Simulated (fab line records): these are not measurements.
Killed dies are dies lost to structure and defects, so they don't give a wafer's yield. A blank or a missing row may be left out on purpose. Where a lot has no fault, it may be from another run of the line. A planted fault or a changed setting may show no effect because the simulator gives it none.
Struck lot and sound lot, side by side -- flow n5 finfet -- 14 out of 1938 route steps
Sound: the wafers L814.2, L814.4, L814.5. Struck: wafers L806.3, L806.4 (left out: L806.6, a lot-mate that was not struck); the cause follows at the end.
Order at every step that has rows: each side's tool, ch and its chambers, its first start. Under that, the readings that differ: sound wafers -- struck wafers -- difference of the means -- sigmas: that difference in standard deviations of wafers without a fault.
alike: readings with means less than 2 such deviations apart, plus words and numbers identical on both sides. not compared: withheld readings, readings lacking a value on some wafer, bounds such as >300 that could conceal the same value, and numbers that have no deviation in the record and whose values overlap.
A row with sigmas, a row that says differs or no value, or rows on one side alone: a step with any of these is where the two part. Non-overlapping numbers with no deviation appear without sigmas and do not part them. Lack of a reading on every wafer of one side parts them only where that side has two or more wafers.

N5_BEOL_M11_CURE_72: cures SiCOH lowk, time 120 s.
  sound on uv cure-01 ch 1, day 15 08:43; struck on uv cure-01 ch 1, day 13 12:40
  alike: lamp power pct, wafer_temp_C_max
N5_BEOL_M11_DEGAS_44: time 60 s.
  struck on pvd sputter-03, day 13 13:13; sound on pvd sputter-03, day 15 09:45
  alike: heater power w, susceptor temp C
N5_BEOL_M11_PRE_CLEAN_45: time 30 s.
  struck on pvd sputter-03, day 13 13:15; sound on pvd sputter-03, day 15 09:47
  alike: heater power w, susceptor temp C
then, 1 step without rows for these wafers: N5_BEOL_M11_ALD_74 (deposits TaN, target thk 2 nm, pulse time 2 s, purge time 3 s).
N5_BEOL_M11_SURFACE_TREAT_76:
  struck on pvd sputter-02, day 13 15:20; sound on pvd sputter-03, day 15 10:11
  not compared: throttle valve pct
then, 3 steps without rows for these wafers: N5_BEOL_M11_CVD_75 (deposits Co from CCTBA/H2, target thk 2 nm, time 138.9 s); N5_BEOL_M11_SPUTTER_48 (material Cu, target thk 12 nm, time 2 s); N5_BEOL_M11_ECD_50 (material Cu, target thk 318 nm).
N5_BEOL_M11_ANNEAL_51: time 90 s.
  sound on rtp anneal-01 ch 0, day 15 10:43; struck on rtp anneal-02 ch 0, day 13 15:56
  alike: wafer_temp_C_max
then, 1 step without rows for these wafers: N5_BEOL_M11_CMP_52 (polishes, stops on SiCOH lowk, t overpolish 7 s, target thk 140 nm).
N5_BEOL_M11_THK_MEAS_53: measures by xrf.
  struck on film metro-01, day 13 16:26; sound on film metro-01, day 15 11:16
  alike: M11_THK
then, 1 step without rows for these wafers: N5_BEOL_M11_PRE_CLEAN_55 (time 15 s).
N5_BEOL_M11_DEP_56: deposits SiCN from 3MS/NH3, target thk 30 nm, time 10.5 s.
  sound on pecvd-02 ch 0,1, day 15 11:20; struck on pecvd-04 ch 1,2, day 13 16:30
reading,sound,struck,difference,sigmas
model.SiCN_of_BEOL_M11_DEP_56.thk nm (nm),29.4 30.4 30.2,29 29,-1,
  alike: showerhead plenum p Torr, throttle valve pct
N5_BEOL_M11_RS_MEAS_57: uses a four-point probe to measure.
  struck on film metro-01, day 13 16:34; sound on film metro-01, day 15 11:23
  alike: M11_RS

WHERE THEY PART
Nowhere in this record.

WHY: what the simulator had put in
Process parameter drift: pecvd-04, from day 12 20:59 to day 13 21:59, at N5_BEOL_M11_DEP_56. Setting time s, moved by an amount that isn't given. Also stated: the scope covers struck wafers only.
